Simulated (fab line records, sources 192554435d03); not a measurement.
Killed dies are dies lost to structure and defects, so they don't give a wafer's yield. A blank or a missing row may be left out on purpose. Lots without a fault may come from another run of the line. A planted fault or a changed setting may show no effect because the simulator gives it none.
fab line records | flow n5_finfet
record lots=6 wafers=17 last_day=18
route steps=1938 shown BEOL_M8@1374 PASSIVATION@1936
lots that met no fault: from a run of the same line without faults
start_h: hours from the record's first day to the start of the lot's first wafer shown | wait_h: hours since the lot's step before | " the same as in the row above | L1.1+2: a row that stands for several wafers | - no value, or no start given | * or withheld: withheld | < > ~ a bound
route shown NAME@n: a module of which the file shows steps, and the number in the route of the first | usual: mean/standard deviation of fault-free wafers | same: alike in all rows | chamber/n: place in a boat | sites: the reading at each site | _std_site: their standard deviation | _edge_site: outer sites' mean less inner sites' | radius_mm: how far each site lies from the wafer's centre | mask NAME#n: copy n | behind: the tool/chamber that last shaped the wafer | hold: why the lot was held/for how many hours/how that ended | device: the transistor (n, p or np) that didn't switch | end of line: the same wafers' tests at the end of the route | a step without rows: its recipe alone | killed: dies lost to structure and defects at the first sort, not the wafer's yield | map: a wafer's dies, x killed, . not, _ none there
set.NAME: the setting as run; set.NAME@STEP: as run at that earlier step | model.NAME: the simulator's own value behind a step, which no gauge read
lots at some steps of the route; a table a step, a row a wafer
services: from which hour (start_h, from the record's first day; less than 0 if before it) a tool's chamber was out of use, for how many hours, and why
## steps
# step N5_BEOL_M8_VIA_ETCH_34
# recipe chemistry=C4F6/O2 target=SiCOH_lowk target_depth_a=1255 mask_material=SOC taper_deg=4 time_s=50.5 ion_energy_ev=250 pressure_mtorr=30 source_w=345 bias_w=185 Ar_flow_sccm=300 C4F6_flow_sccm=10 O2_flow_sccm=10
# usual drypump_motor_current_A=5.5/0.45 oes_product_au=0.79/0.076 rf_vpp_V=666/23 showerhead_plenum_p_Torr=2.87/0.097 throttle_valve_pct=20.89/0.21
# columns lot.wafer tool chamber start_h wait_h drypump_motor_current_A oes_product_au rf_hours_counter_h rf_vpp_V showerhead_plenum_p_Torr throttle_valve_pct
L342.3 rie_diel-04 3 230.29 0.0 5.7 0.70 217 664 2.92 20.85
L342.5 " 2 " " 4.7 0.88 - 629 2.91 21.07
L342.6 " 3 " " 5.7 0.70 - 663 2.92 20.85
L350.2 rie_diel-04 0 279.01 0.0 5.5 0.91 25 674 3.00 20.53
L350.4 " 2 " " 4.8 0.85 56 628 2.91 21.10
L348.1 rie_diel-01 2 279.14 0.0 5.7 0.76 125 649 2.82 20.57
L348.2 " 1 " " 5.7 0.76 132 683 2.76 20.79
L348.3 " 3 " " 5.4 0.73 165 695 2.74 21.20
L353.3 rie_diel-04 3 303.24 0.0 5.6 0.69 244 663 2.91 20.89
L353.4 " 1 " " 5.8 0.75 160 688 2.89 21.08
L353.5 " 2 " " 4.7 0.84 - 629 2.90 21.11
L352.2 rie_diel-02 1 303.64 0.0 5.2 0.73 169 678 2.86 21.03
L352.5 " 0 " " 6.2 0.76 - 698 2.70 20.89
L352.6 " 3 " " 4.9 0.80 - 668 2.85 20.87
L361.1 rie_diel-02 2 360.92 0.0 5.8 0.71 164 648 2.99 21.08
L361.4 " 2 " " 5.8 0.71 - 649 2.99 21.09
L361.6 " 0 " " 6.2 0.74 - 700 2.69 20.91
# step N5_BEOL_M8_STRIP_76
# recipe chemistry=C4F6/O2 resist=SiARC rf_frequency_hz=6e+07
# step N5_BEOL_M8_STRIP_36
# recipe chemistry=N2/H2 power_w=450 temp_c=40 pressure_mtorr=20 rf_frequency_hz=6e+07 overash_fraction=0.3 bias_power_w=7 h2_frac=0.5 n2_flow_sccm=200 h2_flow_sccm=200
# usual drypump_motor_current_A=5.5/0.45 oes_product_au=0.79/0.074 rf_vpp_V=59.2/1.6 showerhead_plenum_p_Torr=2.56/0.1 throttle_valve_pct=23.77/0.27
# columns lot.wafer tool chamber start_h wait_h drypump_motor_current_A oes_product_au rf_hours_counter_h rf_vpp_V showerhead_plenum_p_Torr throttle_valve_pct
L342.3 rie_diel-04 3 230.35 0.0 5.6 0.70 217 59.7 2.61 23.76
L342.5 " 2 " " 4.7 0.88 - 59.0 2.62 24.12
L342.6 " 3 " " 5.6 0.70 - 59.4 2.61 23.74
L350.2 rie_diel-04 0 279.06 0.0 5.5 0.91 25 61.8 2.72 23.75
L350.4 " 2 " " 4.8 0.84 56 61.2 2.61 24.16
L348.1 rie_diel-01 2 279.19 0.0 5.6 0.78 125 57.9 2.55 23.46
L348.2 " 1 " " 5.8 0.77 132 59.7 2.42 23.09
L348.3 " 3 " " 5.5 0.73 165 58.1 2.45 24.06
L353.3 rie_diel-04 3 303.29 0.0 5.6 0.67 244 57.9 2.60 23.77
L353.4 " 1 " " 5.8 0.76 160 58.3 2.54 23.62
L353.5 " 2 " " 4.7 0.82 - 59.2 2.60 24.20
L352.2 rie_diel-02 1 303.69 0.0 5.2 0.70 169 59.0 2.53 23.82
L352.5 " 0 " " 6.2 0.76 - 59.7 2.41 23.61
L352.6 " 3 " " 4.9 0.80 - 59.2 2.60 23.99
L361.1 rie_diel-02 2 360.98 0.0 5.8 0.72 164 57.8 2.66 24.16
L361.4 " 2 " " 5.7 0.72 - 61.7 2.66 24.14
L361.6 " 0 " " 6.2 0.73 - 56.5 2.40 23.69
# step N5_BEOL_M8_TRENCH_ETCH_37
# recipe chemistry=C4F6/O2 target_depth_a=934.78 target=SiCOH_lowk time_s=31.2 ion_energy_ev=250 pressure_mtorr=30 source_w=345 bias_w=185 Ar_flow_sccm=300 C4F6_flow_sccm=10 O2_flow_sccm=10
# usual drypump_motor_current_A=5.5/0.44 oes_product_au=0.79/0.076 rf_vpp_V=666/23 showerhead_plenum_p_Torr=2.87/0.097 throttle_valve_pct=20.92/0.21
# columns lot.wafer tool chamber start_h wait_h drypump_motor_current_A oes_product_au rf_hours_counter_h rf_vpp_V showerhead_plenum_p_Torr throttle_valve_pct
L342.3 rie_diel-04 3 - - 5.6 0.71 217 664 2.92 20.88
L342.5 " 2 " " 4.8 0.87 - 630 2.91 21.11
L342.6 " 3 " " 5.7 0.70 - 664 2.92 20.88
L350.2 rie_diel-04 0 - - 5.5 0.92 25 674 3.00 20.55
L350.4 " 2 " " 4.8 0.84 56 630 2.90 21.12
L348.1 rie_diel-01 2 - - 5.6 0.76 125 649 2.82 20.60
L348.2 " 1 " " 5.8 0.76 132 680 2.76 20.84
L348.3 " 3 " " 5.5 0.72 165 695 2.74 21.22
L353.3 rie_diel-04 3 - - 5.6 0.69 244 664 2.91 20.90
L353.4 " 1 " " 5.8 0.75 160 688 2.89 21.14
L353.5 " 2 " " 4.7 0.84 - 629 2.90 21.14
L352.2 rie_diel-02 1 - - 5.2 0.71 169 679 2.86 21.06
L352.5 " 0 " " 6.1 0.76 - 699 2.70 20.89
L352.6 " 3 " " 4.9 0.80 - 670 2.85 20.91
L361.1 rie_diel-02 2 - - 5.7 0.70 164 648 2.99 21.10
L361.4 " 2 " " 5.8 0.69 - 649 2.99 21.11
L361.6 " 0 " " 6.1 0.73 - 698 2.69 20.94
# step N5_BEOL_M8_ETCH_41
# recipe chemistry=CH3F/O2 target=SiCN target_depth_a=319 taper_deg=2 time_s=57.8 ion_energy_ev=120 mask_material=TiN pressure_mtorr=30 source_w=395 bias_w=75 Ar_flow_sccm=150 CH3F_flow_sccm=30 O2_flow_sccm=20
# step N5_BEOL_M8_STRIP_80
# recipe chemistry=N2/H2 time_s=10 power_w=450 temp_c=40 pressure_mtorr=20 rf_frequency_hz=6e+07 bias_power_w=7 n2_flow_sccm=200 h2_flow_sccm=200
# usual drypump_motor_current_A=5.5/0.45 oes_product_au=0.79/0.075 rf_vpp_V=59.2/0.88 showerhead_plenum_p_Torr=2.56/0.1 throttle_valve_pct=23.77/0.27
# columns lot.wafer tool chamber start_h wait_h drypump_motor_current_A oes_product_au rf_hours_counter_h rf_vpp_V showerhead_plenum_p_Torr throttle_valve_pct
L342.3 rie_diel-04 3 - - 5.6 0.70 217 60.0 2.61 23.75
L342.5 " 2 " " 4.8 0.88 - 58.2 2.62 24.11
L342.6 " 3 " " 5.7 0.70 - 58.4 2.61 23.75
L350.2 rie_diel-04 0 - - 5.6 0.92 25 60.1 2.72 23.76
L350.4 " 2 " " 4.7 0.84 56 58.5 2.61 24.14
L348.1 rie_diel-01 2 - - 5.6 0.76 125 59.2 2.55 23.46
L348.2 " 1 " " 5.8 0.76 132 58.6 2.42 23.09
L348.3 " 3 " " 5.4 0.72 165 59.6 2.45 24.06
L353.3 rie_diel-04 3 - - 5.7 0.67 244 60.7 2.60 23.78
L353.4 " 1 " " 5.8 0.76 160 59.2 2.54 23.60
L353.5 " 2 " " 4.7 0.82 - 59.3 2.60 24.17
L352.2 rie_diel-02 1 - - 5.2 0.71 169 57.6 2.53 23.84
L352.5 " 0 " " 6.1 0.75 - 58.3 2.41 23.63
L352.6 " 3 " " 4.9 0.79 - 58.8 2.60 23.99
L361.1 rie_diel-02 2 - - 5.8 0.71 164 59.0 2.66 24.14
L361.4 " 2 " " 5.8 0.72 - 60.8 2.66 24.14
L361.6 " 0 " " 6.1 0.73 - 58.6 2.40 23.65
# step N5_BEOL_M8_OCD_MEAS_38
# usual trench_depth_nm=93.9/2.4
# columns lot.wafer tool chamber start_h wait_h trench_depth_nm
L342.3 ocd-01 - 230.55 - 92.2
L342.5 " - " " 94.6
L342.6 " - " " 92.8
L350.2 ocd-02 - 279.26 - 96.2
L350.4 " - " " 93.4
L348.1 ocd-01 - 279.39 - 92.8
L348.2 " - " " 92.0
L348.3 " - " " 92.3
L353.3 ocd-02 - 303.49 - 92.6
L353.4 " - " " 92.1
L353.5 " - " " 93.4
L352.2 ocd-01 - 303.89 - 92.8
L352.5 " - " " 94.8
L352.6 " - " " 93.5
L361.1 ocd-01 - 361.17 - 87.0
L361.4 " - " " 85.5
L361.6 " - " " 93.2
# step N5_BEOL_M8_HM_STRIP_39
# recipe chemistry=peroxide_tin_strip material=TiN target_depth_a=250 temp_c=50 time_s=158
# step N5_BEOL_M8_SRD_40
# recipe time_s=30 temp_c=23 rinse_liquid=diw dry=ipa_marangoni
# step N5_BEOL_M8_PRECLEAN_42
# recipe chemistry=residue_remover time_s=60 temp_c=40
# step N5_BEOL_M8_SRD_43
# recipe time_s=30 temp_c=23 rinse_liquid=diw dry=ipa_marangoni
# step N5_BEOL_M8_CD_MEAS_35
# recipe target_cd_nm=40 polarity=opening
# usual cd_nm=39.5/0.83
# columns lot.wafer tool chamber start_h wait_h cd_nm
L342.3 cd_sem-02 - 230.70 0.0 40.1
L342.5 " - " " 40.0
L342.6 " - " " 40.4
L350.2 cd_sem-03 - 279.41 0.0 40.5
L350.4 " - " " 38.7
L348.1 cd_sem-03 - 279.54 0.0 38.0
L348.2 " - " " 38.6
L348.3 " - " " 38.4
L353.3 cd_sem-03 - 303.65 0.0 40.5
L353.4 " - " " 40.3
L353.5 " - " " 40.2
L352.2 cd_sem-01 - 304.04 0.0 39.9
L352.5 " - " " 38.8
L352.6 " - " " 39.1
L361.1 cd_sem-01 - 361.34 0.0 39.4
L361.4 " - " " 40.0
L361.6 " - " " 40.1
# step N5_BEOL_M8_CURE_75
# recipe temp_c=370 time_s=120 ambient=DMADMS/He material=SiCOH_lowk
# usual lamp_power_pct=52.32/0.062 run_length_s=178.8/1.7 wafer_temp_C_max=371.8/0.56
# columns lot.wafer tool chamber start_h wait_h lamp_power_pct run_length_s wafer_temp_C_max
L342.3 uv_cure-01 2 230.84 0.1 52.36 178.3 371.5
L342.5 " 2 " " 52.32 178.1 371.6
L342.6 " 2 " " 52.31 178.3 371.4
L350.2 uv_cure-02 1 279.50 0.1 52.41 178.0 371.7
L350.4 " 1 " " 52.39 178.2 371.7
L348.1 uv_cure-03 0 279.59 0.0 52.29 177.6 371.3
L348.2 " 0 " " 52.33 177.3 370.9
L348.3 " 0 " " 52.33 178.1 371.1
L353.3 uv_cure-01 2 304.01 0.4 52.31 177.9 371.5
L353.4 " 2 " " 52.34 177.9 371.0
L353.5 " 2 " " 50.46 141.2 371.1
L352.2 uv_cure-01 2 304.26 0.2 52.32 177.9 371.2
L352.5 " 2 " " 50.45 141.6 371.2
L352.6 " 2 " " 52.25 178.2 370.9
L361.1 uv_cure-03 0 361.38 0.0 52.39 181.6 371.2
L361.4 " 0 " " 52.27 181.6 371.4
L361.6 " 0 " " 52.33 181.4 371.7
# step N5_BEOL_M8_DEGAS_44
# recipe ambient=vacuum temp_c=250 time_s=60
# usual heater_power_w=329/33
# columns lot.wafer tool chamber start_h wait_h heater_power_w
L342.3 pvd_sputter-03 - 231.26 0.4 294
L342.5 " - " " 292
L342.6 " - " " 267
L350.2 pvd_sputter-01 - 279.99 0.4 300
L350.4 " - " " 301
L348.1 pvd_sputter-02 - 280.09 0.5 322
L348.2 " - " " 340
L348.3 " - " " 356
L353.3 pvd_sputter-02 - 304.30 0.2 330
L353.4 " - " " 380
L353.5 " - " " 318
L352.2 pvd_sputter-02 - 304.54 0.2 318
L352.5 " - " " 339
L352.6 " - " " 391
L361.1 pvd_sputter-01 - 362.02 0.5 358
L361.4 " - " " 306
L361.6 " - " " 308
# step N5_PASSIVATION_PROBE_49
# usual defect_limited_yield=91.1/1.4 killed_at_M0_to_M3=34/11 killed_at_M4_up=14/5.6 killed_at_contacts=13/5.9 killed_at_front_end=40/11 killed_at_other=4/3.1 killed_dies=105/16 killed_open=68/11 killed_short=34/8.4 sort_bin_5_function=5.2/0.86 sort_bin_6_memory=3.2/0.7 sort_bin_8_speed=0.1/1.1 sort_n_pass=1074/21 sort_yield_pct=91.0/1.8
# same gross_dies=1180 killed_at_back_side=0 sort_bin_4_leakage[%]=0
# columns lot.wafer tool chamber start_h wait_h defect_limited_yield[%] killed_at_M0_to_M3 killed_at_M4_up killed_at_contacts killed_at_front_end killed_at_other killed_dies killed_open killed_short sort_bin_5_function[%] sort_bin_6_memory[%] sort_bin_8_speed[%] sort_n_pass sort_yield_pct[%]
L342.3 prober-02 - 299.62 0.1 93.8 25 3 12 30 3 73 49 24 3.2 2.6 0 1107 93.8
L342.5 prober-02 - 299.72 0.2 92.9 28 17 13 24 2 84 51 26 4.6 1.9 0.1 1095 92.8
L342.6 prober-02 - 299.77 0.3 93.3 30 11 10 26 2 79 51 19 3.5 2.5 0 1101 93.3
L361.1 prober-02 - 442.80 0.0 89.0 22 32 15 61 0 130 81 44 6.9 3.2 0 1050 89.0
L361.4 prober-02 - 442.95 0.2 90.4 23 23 13 53 1 113 72 40 6.0 3.4 0 1067 90.4
L361.6 prober-02 - 443.05 0.3 88.2 17 27 9 80 6 139 86 53 6.6 4.6 0 1041 88.2
# killed by level:class
L342.3 FIN_SAQP:geometric_particle:open=10 MOL_CONTACT_COAG:geometric_particle:open=8 BEOL_M3:geometric_particle:open=7 BEOL_M1:geometric_particle:open=5 FIN_SAQP:geometric_particle:short=4 MOL_CONTACT_COAG:geometric_particle:short=4 BEOL_M0:geometric_particle:short=3 BEOL_M0:geometric_particle:open=3
L342.5 MOL_CONTACT_COAG:geometric_particle:open=11 BEOL_M3:geometric_particle:open=9 GATE_CUT:geometric_particle:short=7 BEOL_M0_SAQP:geometric_particle:open=4 BEOL_M0:geometric_particle:open=4 BEOL_M2:geometric_particle:open=4 STI_FIN_REVEAL:geometric_particle:open=3 BEOL_M4:geometric_particle:short=3
L342.6 MOL_CONTACT_COAG:geometric_particle:open=9 BEOL_M2:geometric_particle:open=8 HKMG_FIN:area_etch=8 STARTING-WAFER:geometric_particle:open=5 BEOL_M3:geometric_particle:open=4 FIN_SAQP:geometric_particle:open=3 BEOL_M0_SAQP:geometric_particle:short=3 BEOL_M0:geometric_particle:open=3
L361.1 FIN_SAQP:geometric_particle:open=20 FIN_SAQP:geometric_particle:short=19 MOL_CONTACT_COAG:geometric_particle:open=12 BEOL_M4:geometric_particle:open=10 BEOL_M5:geometric_particle:open=9 STI_FIN_REVEAL:geometric_particle:open=8 BEOL_M1:geometric_particle:open=6 BEOL_M3:geometric_particle:open=6
L361.4 FIN_SAQP:geometric_particle:short=17 FIN_SAQP:geometric_particle:open=16 BEOL_M4:geometric_particle:open=15 BEOL_M2:geometric_particle:open=9 MOL_CONTACT_COAG:geometric_particle:open=8 GATE_CUT:geometric_particle:open=5 BEOL_M3:geometric_particle:open=5 BEOL_M4:geometric_particle:short=5
L361.6 FIN_SAQP:geometric_particle:open=19 STI_FIN_REVEAL:geometric_particle:open=19 FIN_SAQP:geometric_particle:short=17 BEOL_M4:geometric_particle:open=15 BEOL_M4:geometric_particle:short=8 MOL_CONTACT_COAG:geometric_particle:open=7 GATE_CUT:geometric_particle:short=7 STI_FIN_REVEAL:geometric_particle:short=5
## services
# columns tool chamber start_h hours kind
uv_cure-01 - 209.79 1.4 repair
rie_diel-04 1 218.53 47.5 repair
uv_cure-03 - 232.20 1.1 repair
rie_diel-02 2 251.79 2.0 repair
rie_diel-02 0 254.07 3.1 repair
uv_cure-02 - 302.94 4.1 repair
rie_diel-04 1 304.65 10.7 repair
uv_cure-02 - 309.14 21.6 repair
uv_cure-01 - 310.23 3.4 pm
rie_diel-04 3 315.41 - clean
rie_diel-04 3 315.41 - consumable_replace:focus_ring
rie_diel-04 3 315.41 16.5 scheduled_down
rie_diel-04 3 315.41 16.5 vent_cycle
rie_diel-02 - 322.87 0.1 repair
rie_diel-04 - 344.56 3.4 repair
rie_diel-02 3 357.61 11.6 repair
rie_diel-04 0 361.76 5.4 repair
## key
first_sign step=N5_BEOL_M8_CURE_75 reading=lamp_power_pct direction=down sigmas=30 usual=* struck=*
effect step=N5_BEOL_M8_CURE_75 reading=run_length_s direction=down sigmas=22 usual=* struck=*
met_at N5_BEOL_M8_CURE_75
struck_wafers L352.5,L353.5
fault kind=process_parameter_drift tool=uv_cure-01 chamber=- onset_h=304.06 steps=N5_BEOL_M8_CURE_75 channel=time_s offset=* shape=step end_h=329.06 scope=struck_wafers_only acts_in=* stated=*
